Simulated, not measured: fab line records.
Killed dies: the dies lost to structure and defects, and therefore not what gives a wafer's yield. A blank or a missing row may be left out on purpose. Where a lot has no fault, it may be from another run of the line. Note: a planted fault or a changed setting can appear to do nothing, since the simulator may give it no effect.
A struck lot beside a sound one -- flow n5_finfet -- 14 steps out of a route of 1938
Sound: wafers L552.2, L552.5, L552.6. The struck wafers were L548.2, L548.6. The cause is named last.
At each step with rows: each side's tool, then ch and its chambers, then its first start. Under that, the readings that differ: sound wafers -- struck wafers -- difference of the means -- sigmas: that difference in standard deviations of wafers without a fault.
alike: same words and numbers on both sides, and readings whose means sit less than 2 such deviations apart. not compared: any withheld reading, any reading some wafer has no value for, any bound like >300 that may hide the same value, and any number with overlapping values for which the record gives no deviation.
The two part at a step that has a row with sigmas, a row that says differs or no value, or rows on one side only. Numbers that have no deviation but don't overlap get no sigmas and don't part them. Lack of a reading on every wafer of one side parts them only where that side has two or more wafers.

first, 2 steps without rows for these wafers: N5_BEOL_M15_PRECLEAN_39 (cleans in residue remover, time 60 s); N5_BEOL_M15_SRD_40 (time 30 s, dry time 30 s).
N5_BEOL_M15_DEGAS_41: time 60 s.
  sound on pvd_sputter-02 at day 16 17:49; struck on pvd_sputter-02 at day 15 19:44
  alike: heater_power_w
N5_BEOL_M15_PRE_CLEAN_42: time 30 s.
  sound on pvd_sputter-02 at day 16 17:52; struck on pvd_sputter-02 at day 15 19:46
  alike: heater_power_w
N5_BEOL_M15_SPUTTER_43: material TaN, target thk 15 nm, time 24.19 s.
  sound on pvd_sputter-02 at day 16 17:54; struck on pvd_sputter-02 at day 15 19:49
  alike: throttle_valve_pct
N5_BEOL_M15_SPUTTER_44: material Ta, target thk 15 nm, time 24.19 s.
  sound on pvd_sputter-02 at day 16 17:59; struck on pvd_sputter-02 at day 15 19:53
  alike: throttle_valve_pct
then, 3 steps without rows for these wafers: N5_BEOL_M15_SPUTTER_45 (material Cu, target thk 100 nm, time 16.67 s); N5_BEOL_M15_ECD_47 (material Cu, target thk 1860 nm); N5_BEOL_M15_ANNEAL_48 (time 90 s).
N5_BEOL_M15_CMP_49: polishes, stops on SiO2, t overpolish 4.9 s, target thk 850 nm.
  sound on cmp-03 ch 0,1,3, day 16 18:50; struck on cmp-03 ch 2,3, day 15 21:19
  alike: barrier_field_endpoint_s, motor_current_A, overpolish_run_s
N5_BEOL_M15_THK_MEAS_50: measures by xrf.
  sound on film_metro-02 at day 16 19:01; struck on film_metro-02 at day 15 21:32
reading,sound,struck,difference,sigmas
M15_THK (nm),852 860 816,878 881,+37,+2
then, 1 step without rows for these wafers: N5_BEOL_M15_PRE_CLEAN_52 (time 15 s).
N5_BEOL_M15_DEP_53: deposits SiCN from 3MS/NH3, target thk 50 nm, time 17.8 s.
  sound on pecvd-02 ch 1,2, day 16 19:04; struck on pecvd-04 ch 0,2, day 15 21:36
reading,sound,struck,difference,sigmas
model.SiCN_of_BEOL_M15_DEP_53.thk_nm (nm),49.4 50.2 50.6,63.2 64.2,+13.6,
  alike: showerhead_plenum_p_Torr, throttle_valve_pct
N5_BEOL_M15_RS_MEAS_54: measures by four-point-probe.
  sound on film_metro-02 at day 16 19:08; struck on film_metro-02 at day 15 21:40
reading,sound,struck,difference,sigmas
M15_RS (ohm/sq),0.0217 0.0214 0.0225,0.0209 0.0210,-0.0009,-2

## WHERE THEY PART
First at N5_BEOL_M15_THK_MEAS_50; last, within this record, at N5_BEOL_M15_RS_MEAS_54.

WHY: what the simulator had put in
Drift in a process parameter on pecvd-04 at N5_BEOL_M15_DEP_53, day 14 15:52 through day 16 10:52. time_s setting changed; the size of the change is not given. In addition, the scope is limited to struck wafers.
